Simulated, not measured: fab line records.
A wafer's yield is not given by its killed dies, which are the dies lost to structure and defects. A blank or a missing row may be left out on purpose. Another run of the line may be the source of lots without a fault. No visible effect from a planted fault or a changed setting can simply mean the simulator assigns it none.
Split-lot study    flow n5Finfet    21 wafers read across 7 lots, on a route 1938 steps long

== SPLIT DETAILS ==
At N5_BEOL_M9_COAT_05 (resist thk 90 nm), the setting spinRpm was moved away from the recipe's 1500 rpm on 5 of the 21 wafers read, by -9.5% to -3.0%. For the rest of the wafers, this setting stayed at what the recipe calls for.

== FROM THE SPLIT TO THE READING: what the file shows between them, 3 steps ==
- N5_BEOL_M9_EBR_07
- N5_BEOL_M9_SOFTBAKE_06: time 60 s
- N5_BEOL_M9_DESCUM_16: chemistry O2, time 7.9 s

== THE READING ==
CAR-ArF_of_BEOL_M9_COAT_05.thkNm (the simulator's own value, which no gauge read), in nm, at N5_BEOL_M9_ETCH_61 (etches SiARC in CF4, target depth 39 nm, time 65 s). There is no usual value for it anywhere in the file. Here, 16 wafers ran the recipe; their average is 55.6 nm with a standard deviation of 0.34 nm.

wafer   tool, chamber at the split  spinRpm as run, rpm  against the recipe  CAR-ArF_of_BEOL_M9_COAT_05.thkNm, nm  against lot-mates on the recipe
L075.1  lithoTrack-03, 0            1500                 recipe              55.8                                  -
L075.6  lithoTrack-03, 0            1500                 recipe              55.8                                  -
L075.5  lithoTrack-03, 0            1500                 recipe              56                                    -
L083.2  lithoTrack-04, 0            1500                 recipe              55.8                                  -
L083.5  lithoTrack-04, 0            1500                 recipe              55.4                                  -
L083.6  lithoTrack-04, 0            1500                 recipe              55.4                                  -
L086.2  lithoTrack-03, 0            1500                 recipe              56                                    -
L086.3  lithoTrack-03, 0            1500                 recipe              55.8                                  -
L086.4  lithoTrack-03, 0            1500                 recipe              56.2                                  -
L087.1  lithoTrack-01, 0            1500                 recipe              55.2                                  -
L087.4  lithoTrack-01, 0            1358                 -9.5%               59.8                                  +4.6
L087.6  lithoTrack-01, 0            1358                 -9.5%               59.8                                  +4.6
L090.1  lithoTrack-04, 0            1455                 -3.0%               57                                    +1.4
L090.4  lithoTrack-04, 0            1500                 recipe              55.6                                  -
L090.5  lithoTrack-04, 0            1455                 -3.0%               57.2                                  +1.6
L091.2  lithoTrack-04, 0            1500                 recipe              55.4                                  -
L091.4  lithoTrack-04, 0            1500                 recipe              55.2                                  -
L091.6  lithoTrack-04, 0            1500                 recipe              55.6                                  -
L095.1  lithoTrack-01, 0            1500                 recipe              55                                    -
L095.2  lithoTrack-01, 0            1358                 -9.5%               60                                    +4.9
L095.3  lithoTrack-01, 0            1500                 recipe              55.2                                  -

THE FIT
A straight line over all 21 wafers: CAR-ArF_of_BEOL_M9_COAT_05.thkNm changes by -0.454 nm for each +1% of spinRpm; r = -0.98; the points scatter about the line by 0.32 nm.
The same after taking each lot's own level away (the mean of its wafers on the recipe; 21 wafers): -0.497 nm for each +1%; r = -1.00; scatter 0.14 nm.
According to that fit, moving spinRpm by its largest amount changes the reading by 4.7 nm.
Across the lots, their own levels run from 55.10 to 56.00 nm, a range of 2.7 times the standard deviation given above.
The two slopes agree, so the slope changes little with the lot-to-lot level.
Check: with one of the wafers moved furthest among these (-9.5%) left out of the fit, the line predicts +4.75 nm for it against its lot-mates. It came out at +4.6 nm against them.

== FURTHER SPLITS ON THESE WAFERS ==
These wafers also went through other splits before the reading. Each is held against what the fit with the lots' levels taken away leaves over:
other split on the same wafers  wafers away from the commonest value  r with CAR-ArF_of_BEOL_M9_COAT_05.thkNm (lot level and that fit taken away)
N5_BEOL_M8_PECVD_70 timeS       7                                     -0.48
N5_BEOL_M9_ILD_DEP_00 timeS     8                                     +0.13

== THE WHOLE CHAIN: every reading that the file lists as answering this split, in the file's order ==
step                what it does                                        reading                                                                            change (the file's fit)                r (the file's)
N5_BEOL_M9_COAT_05  resist thk 90 nm                                    CAR-ArF_of_BEOL_M9_COAT_05.thkNm (the simulator's own value, which no gauge read)  -0.487 nm for each +1% of the setting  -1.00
N5_BEOL_M9_ETCH_61  etches SiARC in CF4, target depth 39 nm, time 65 s  CAR-ArF_of_BEOL_M9_COAT_05.thkNm (the simulator's own value, which no gauge read)  -0.502 nm for each +1% of the setting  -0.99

== FILE'S OWN FIT ==
CAR-ArF_of_BEOL_M9_COAT_05.thkNm changes by -0.502 nm for each +1% of spinRpm, r = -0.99.
